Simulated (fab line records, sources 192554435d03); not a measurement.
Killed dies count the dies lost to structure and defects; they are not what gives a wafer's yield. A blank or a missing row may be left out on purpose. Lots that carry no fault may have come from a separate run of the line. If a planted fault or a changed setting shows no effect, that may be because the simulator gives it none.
Which of the tools did it? + flow n5_finfet + 72 wafers from 24 lots sampled at 4 of the route's 1938 steps

## WHAT THE GAUGES SHOWED, per wafer
N5_BEOL_M7_CD_MEAS_35 targets a cd of 40 nm.
| lot  | measured     | on        | cd_nm (nm)     |
|------|--------------|-----------|----------------|
| L075 | day 8 22:46  | cd_sem-02 | 38.7 40.1 38.7 |
| L074 | day 9 03:28  | cd_sem-03 | 39.1 39.9 39.1 |
| L076 | day 9 08:44  | cd_sem-02 | 39.3 39.7 40.3 |
| L077 | day 9 15:08  | cd_sem-01 | 39.6 40.1 40.0 |
| L078 | day 10 01:01 | cd_sem-01 | 39.6 39.4 39.4 |
| L079 | day 10 02:12 | cd_sem-03 | 41.0 40.7 39.7 |
| L081 | day 11 12:10 | cd_sem-01 | 40.5 40.1 40.9 |
| L080 | day 11 12:28 | cd_sem-01 | 40.6 40.4 40.5 |
| L082 | day 11 14:07 | cd_sem-03 | 40.4 40.0 39.8 |
| L084 | day 11 21:21 | cd_sem-03 | 39.6 39.6 37.6 |
| L085 | day 12 04:03 | cd_sem-03 | 40.9 41.3 40.0 |
| L083 | day 12 04:40 | cd_sem-01 | 40.2 39.8 39.4 |
| L086 | day 12 11:20 | cd_sem-01 | 39.0 40.1 40.5 |
| L088 | day 12 14:27 | cd_sem-03 | 39.5 39.7 40.0 |
| L087 | day 12 17:05 | cd_sem-02 | 39.6 39.6 40.6 |
| L089 | day 12 19:10 | cd_sem-03 | 39.6 38.9 39.8 |
| L091 | day 12 22:46 | cd_sem-01 | 39.8 39.9 39.8 |
| L090 | day 13 01:44 | cd_sem-03 | 40.2 40.0 40.1 |
| L092 | day 13 18:39 | cd_sem-02 | 40.6 39.9 40.2 |
| L093 | day 14 02:55 | cd_sem-03 | 39.3 40.5 39.2 |
| L094 | day 14 03:23 | cd_sem-03 | 38.9 39.8 39.9 |
| L095 | day 15 02:53 | cd_sem-01 | 40.2 40.3 40.6 |
| L096 | day 15 06:16 | cd_sem-02 | 39.9 39.8 41.5 |
| L097 | day 15 10:14 | cd_sem-03 | 40.5 39.9 40.7 |

N5_BEOL_M7_RS_MEAS_57: uses a four-point probe to measure.
| lot  | measured     | on            | M7_RS (ohm/sq)    |
|------|--------------|---------------|-------------------|
| L075 | day 9 02:22  | film_metro-02 | 0.288 0.294 0.291 |
| L074 | day 9 06:11  | film_metro-01 | 0.287 0.295 0.295 |
| L076 | day 9 12:20  | film_metro-01 | 0.294 0.290 0.285 |
| L077 | day 9 18:16  | film_metro-02 | 0.286 0.304 0.292 |
| L078 | day 10 05:23 | film_metro-01 | 0.289 0.285 0.289 |
| L079 | day 10 06:38 | film_metro-02 | 0.281 0.293 0.292 |
| L081 | day 11 16:08 | film_metro-02 | 0.299 0.291 0.291 |
| L080 | day 11 14:59 | film_metro-02 | 0.293 0.298 0.287 |
| L082 | day 11 18:48 | film_metro-02 | 0.284 0.287 0.283 |
| L084 | day 12 04:48 | film_metro-01 | 0.291 0.301 0.281 |
| L085 | day 12 09:20 | film_metro-01 | 0.289 0.286 0.291 |
| L083 | day 12 09:37 | film_metro-01 | 0.285 0.289 0.282 |
| L086 | day 12 13:45 | film_metro-02 | 0.291 0.294 0.299 |
| L088 | day 12 18:02 | film_metro-01 | 0.296 0.295 0.287 |
| L087 | day 12 19:43 | film_metro-01 | 0.290 0.287 0.293 |
| L089 | day 12 22:39 | film_metro-02 | 0.300 0.286 0.282 |
| L091 | day 13 02:22 | film_metro-02 | 0.282 0.294 0.292 |
| L090 | day 13 05:49 | film_metro-02 | 0.296 0.284 0.294 |
| L092 | day 13 21:16 | film_metro-01 | 0.287 0.287 0.291 |
| L093 | day 14 05:03 | film_metro-01 | 0.283 0.288 0.274 |
| L094 | day 14 06:55 | film_metro-02 | 0.282 0.274 0.281 |
| L095 | day 15 05:53 | film_metro-02 | 0.285 0.284 0.282 |
| L096 | day 15 10:37 | film_metro-01 | 0.296 0.287 0.291 |
| L097 | day 15 14:09 | film_metro-02 | 0.284 0.279 0.282 |

## TOOL THAT RAN EACH LOT (tool first, then ch and the chambers of the sampled wafers, then the start)
| lot  | N5_BEOL_M7_PRE_CLEAN_45      | N5_BEOL_M7_ALD_77                   |
|------|------------------------------|-------------------------------------|
| L075 | pvd_sputter-02, day 8 23:23  | ald_metal-02 ch 1,2, day 8 23:41    |
| L074 | pvd_sputter-01, day 9 04:13  | ald_metal-02 ch 1,2,3, day 9 04:16  |
| L076 | pvd_sputter-03, day 9 10:29  | ald_metal-02 ch 2,3, day 9 10:38    |
| L077 | pvd_sputter-01, day 9 15:57  | ald_metal-02 ch 1,2,3, day 9 16:01  |
| L078 | pvd_sputter-03, day 10 02:07 | ald_metal-02 ch 1,3, day 10 02:11   |
| L079 | pvd_sputter-03, day 10 03:23 | ald_metal-03 ch 1,3, day 10 03:26   |
| L081 | pvd_sputter-01, day 11 13:06 | ald_metal-01 ch 0,3, day 11 13:11   |
| L080 | pvd_sputter-01, day 11 13:11 | ald_metal-03 ch 2,3, day 11 13:16   |
| L082 | pvd_sputter-02, day 11 14:56 | ald_metal-02 ch 1,2,3, day 11 15:01 |
| L084 | pvd_sputter-02, day 11 23:22 | ald_metal-02 ch 1,3, day 11 23:27   |
| L085 | pvd_sputter-03, day 12 04:40 | ald_metal-01 ch 0,1,3, day 12 04:44 |
| L083 | pvd_sputter-03, day 12 05:05 | ald_metal-03 ch 1,2, day 12 05:10   |
| L086 | pvd_sputter-01, day 12 12:02 | ald_metal-03 ch 1,2,3, day 12 12:06 |
| L088 | pvd_sputter-03, day 12 14:51 | ald_metal-01 ch 1,2,3, day 12 14:59 |
| L087 | pvd_sputter-03, day 12 17:30 | ald_metal-02 ch 1,2,3, day 12 17:34 |
| L089 | pvd_sputter-01, day 12 20:44 | ald_metal-03 ch 0,2,3, day 12 20:48 |
| L091 | pvd_sputter-03, day 13 00:06 | ald_metal-02 ch 2,3, day 13 00:10   |
| L090 | pvd_sputter-03, day 13 04:15 | ald_metal-03 ch 0,1,3, day 13 04:20 |
| L092 | pvd_sputter-03, day 13 19:23 | ald_metal-02 ch 1,3, day 13 19:27   |
| L093 | pvd_sputter-02, day 14 03:20 | ald_metal-02 ch 1,2, day 14 03:23   |
| L094 | pvd_sputter-01, day 14 05:02 | ald_metal-02 ch 2,3, day 14 05:06   |
| L095 | pvd_sputter-03, day 15 03:36 | ald_metal-02 ch 1,3, day 15 03:43   |
| L096 | pvd_sputter-01, day 15 07:11 | ald_metal-02 ch 1,2,3, day 15 07:15 |
| L097 | pvd_sputter-02, day 15 12:25 | ald_metal-02 ch 1,2,3, day 15 12:29 |
- N5_BEOL_M7_PRE_CLEAN_45: time 30 s.
- N5_BEOL_M7_ALD_77: deposits TaN, target thk 2 nm, pulse time 2 s, purge time 3 s.

## AS READ BY THE TOOLS THEMSELVES (means over the sampled wafers that have a number; for cases with no such wafer, the mark the record gives instead)
N5_BEOL_M7_PRE_CLEAN_45.
| lot  | tool           | heater_power_w (W) |
|------|----------------|--------------------|
| L075 | pvd_sputter-02 | 326                |
| L074 | pvd_sputter-01 | 301                |
| L076 | pvd_sputter-03 | 347                |
| L077 | pvd_sputter-01 | 295                |
| L078 | pvd_sputter-03 | 331                |
| L079 | pvd_sputter-03 | 324                |
| L081 | pvd_sputter-01 | 291                |
| L080 | pvd_sputter-01 | 323                |
| L082 | pvd_sputter-02 | 318                |
| L084 | pvd_sputter-02 | 330                |
| L085 | pvd_sputter-03 | 333                |
| L083 | pvd_sputter-03 | 343                |
| L086 | pvd_sputter-01 | 307                |
| L088 | pvd_sputter-03 | 331                |
| L087 | pvd_sputter-03 | 341                |
| L089 | pvd_sputter-01 | 288                |
| L091 | pvd_sputter-03 | 330                |
| L090 | pvd_sputter-03 | 326                |
| L092 | pvd_sputter-03 | 340                |
| L093 | pvd_sputter-02 | 331                |
| L094 | pvd_sputter-01 | 284                |
| L095 | pvd_sputter-03 | 331                |
| L096 | pvd_sputter-01 | 289                |
| L097 | pvd_sputter-02 | 332                |

N5_BEOL_M7_ALD_77.
| lot  | tool         | heater_power_outer_w (W) | heater_power_w (W) | precursor_vessel_temp_c (C) |
|------|--------------|--------------------------|--------------------|-----------------------------|
| L075 | ald_metal-02 | 231                      | 431                | 75.02                       |
| L074 | ald_metal-02 | 219                      | 396                | 75.05                       |
| L076 | ald_metal-02 | 213                      | 419                | 74.91                       |
| L077 | ald_metal-02 | 222                      | 403                | 75.00                       |
| L078 | ald_metal-02 | 209                      | 377                | 75.07                       |
| L079 | ald_metal-03 | 242                      | 418                | 75.00                       |
| L081 | ald_metal-01 | 244                      | 468                | 75.10                       |
| L080 | ald_metal-03 | 249                      | 441                | 75.07                       |
| L082 | ald_metal-02 | 215                      | 408                | 75.08                       |
| L084 | ald_metal-02 | 224                      | 401                | 74.94                       |
| L085 | ald_metal-01 | 235                      | 440                | 74.93                       |
| L083 | ald_metal-03 | 247                      | 411                | 75.01                       |
| L086 | ald_metal-03 | 244                      | 429                | 74.99                       |
| L088 | ald_metal-01 | 227                      | 417                | 75.01                       |
| L087 | ald_metal-02 | 220                      | 403                | 75.01                       |
| L089 | ald_metal-03 | 236                      | 422                | 75.04                       |
| L091 | ald_metal-02 | 212                      | 416                | 75.01                       |
| L090 | ald_metal-03 | 229                      | 411                | 75.06                       |
| L092 | ald_metal-02 | 211                      | 390                | 74.97                       |
| L093 | ald_metal-02 | 228                      | 441                | 75.11                       |
| L094 | ald_metal-02 | 215                      | 410                | 75.04                       |
| L095 | ald_metal-02 | 227                      | 395                | 75.19                       |
| L096 | ald_metal-02 | 218                      | 410                | 74.93                       |
| L097 | ald_metal-02 | 219                      | 406                | 75.04                       |

## THE ANSWER, worked out from the rows above alone
Rule: usual is defined by the lots themselves. The widest of any qualifying gaps counts: lots, ordered by their means at a reading, are off when they make up no more than a third of the lots, leave a main group of 4 or more, and stand apart from it by 3 or more times the standard deviation of that group's means. Not used: any main group whose means are identical at the precision the tables above print for the reading. A lot without any number at a reading at which 4 lots or more have one is off too. All remaining lots with rows at the step are treated as sound. The gauges are gone through in route order, then the tools' own readings, and for those a lot's mean is taken as printed above. At the first step where some lot is off, the reading lying furthest off is the one used; lots without a number count as furthest.
No lot is off on any of the readings shown, so nothing can be concluded from this.

## WHAT HAD BEEN PUT IN BY THE SIMULATOR
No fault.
